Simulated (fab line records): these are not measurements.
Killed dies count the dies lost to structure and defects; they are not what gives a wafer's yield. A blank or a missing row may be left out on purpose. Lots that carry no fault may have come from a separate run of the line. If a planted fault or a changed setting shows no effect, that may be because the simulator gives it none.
Matching of chambers ; flow nand_harc ; rie_diel-05 running NHARC_A_M0_DESCUM_14: 4 sister chambers
The step chemistry O2, time 3 s. 14 wafers are shown with their chamber, then 7 later ones without.

EACH WAFER AND ITS CHAMBER
wafer;chamber;showerhead_plenum_p_Torr (Torr);drypump_motor_current_A (A);oes_product_au (a.u.)
L447.3;1;1.81;6.2;0.986
L447.5;0;2.02;5.7;0.987
L447.6;1;1.81;6.2;0.989
L448.2;2;1.84;6.2;1.006
L448.5;1;1.81;6.2;0.988
L448.6;2;1.84;6.1;0.998
L450.2;3;1.89;5.2;0.994
L450.5;1;1.81;6.2;0.999
L450.6;3;1.90;5.2;0.983
L452.1;0;2.02;5.7;0.984
L452.3;3;1.89;5.2;0.992
L452.5;0;2.02;5.7;0.998
L459.2;1;1.81;6.2;1.001
L459.4;2;1.84;6.1;1.008

SIGNATURES (means of the wafers above)
reading;chamber 0;chamber 1;chamber 2;chamber 3;scatter within a chamber
showerhead_plenum_p_Torr;2.0200;1.8100;1.8400;1.8933;0.00258
drypump_motor_current_A;5.700;6.200;6.133;5.200;0.0258
oes_product_au;0.98967;0.99260;1.00400;0.98967;0.0065
Rule: a wafer lies at a distance from a chamber equal to the root of the sum of squares, over the readings, of (its reading less the chamber's mean, divided by the reading's scatter). If the next closest chamber is less than 2 further off than the closest, the wafer can't be placed; otherwise it belongs to the closest. The scatter: the root of (the sum of the squares of (reading less its chamber's mean) over the shown wafers, divided by (wafers less chambers)).

WAFERS MISSING THEIR CHAMBER
wafer;showerhead_plenum_p_Torr (Torr);drypump_motor_current_A (A);oes_product_au (a.u.)
L459.5;1.84;6.1;0.999
L462.1;1.81;6.2;0.988
L462.2;2.02;5.8;1.009
L462.5;1.89;5.2;1.005
L460.1;2.02;5.7;0.998
L460.2;1.81;6.2;0.998
L460.3;1.84;6.1;1.003

CHAMBER TAKEN BY EACH
wafer;from the rows above;in truth
L459.5;2;2
L462.1;1;1
L462.2;0;0
L462.5;3;3
L460.1;0;0
L460.2;1;1
L460.3;2;2
Placed correctly: 7 of 7. Not placeable from these rows: 0. Wrongly placed: 0.
